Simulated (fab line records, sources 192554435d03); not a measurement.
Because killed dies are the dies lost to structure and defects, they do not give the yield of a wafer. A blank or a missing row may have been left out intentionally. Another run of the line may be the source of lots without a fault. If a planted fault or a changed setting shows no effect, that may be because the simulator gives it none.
Chamber matching -- flow n5-finfet -- 4 sister chambers for N5_BEOL_M13_ETCH_67 on rie-diel-04
The step etches SiARC in CF4, target depth 143 nm, time 238.3 s. 4 wafers are shown with their chamber, then 11 later ones without.

== EACH WAFER AND ITS CHAMBER ==
wafer,chamber,showerhead-plenum-p-Torr (Torr)
L081.5,2,2.07
L092.1,3,2.19
L092.2,1,2.19
L093.2,0,2.18

== WAFERS WHOSE CHAMBER IS MISSING ==
wafer,showerhead-plenum-p-Torr (Torr)
L093.3,2.06
L093.4,2.18
L094.1,2.18
L094.5,2.06
L094.6,2.18
L097.2,2.18
L097.4,2.18
L097.5,2.18
L096.1,2.18
L096.2,2.18
L096.4,2.06

== EACH ONE'S CHAMBER ==
wafer,from the rows above,in truth
L093.3,2,2
L093.4,can't be placed: 0 or 1 or 3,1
L094.1,can't be placed: 0 or 1 or 3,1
L094.5,2,2
L094.6,can't be placed: 0 or 1 or 3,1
L097.2,can't be placed: 0 or 1 or 3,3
L097.4,can't be placed: 0 or 1 or 3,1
L097.5,can't be placed: 0 or 1 or 3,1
L096.1,can't be placed: 0 or 1 or 3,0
L096.2,can't be placed: 0 or 1 or 3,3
L096.4,2,2
Correct placement for 3 of the 11. These rows do not allow placing 8 (true chamber among the candidates in 8). Wrongly placed: 0.
How it was worked out, from the rows above alone: a wafer's distance from a chamber is the root of the sum, over the readings, of the square of ((its reading less the chamber's mean) divided by the reading's scatter). If the next closest chamber is less than 2 further off than the closest, the wafer can't be placed; otherwise it belongs to the closest. Each chamber's mean is taken over the wafers shown for it. The scatter: with one shown wafer a chamber, the root of the mean of the squares of how far each hidden wafer lies from its nearest shown one.
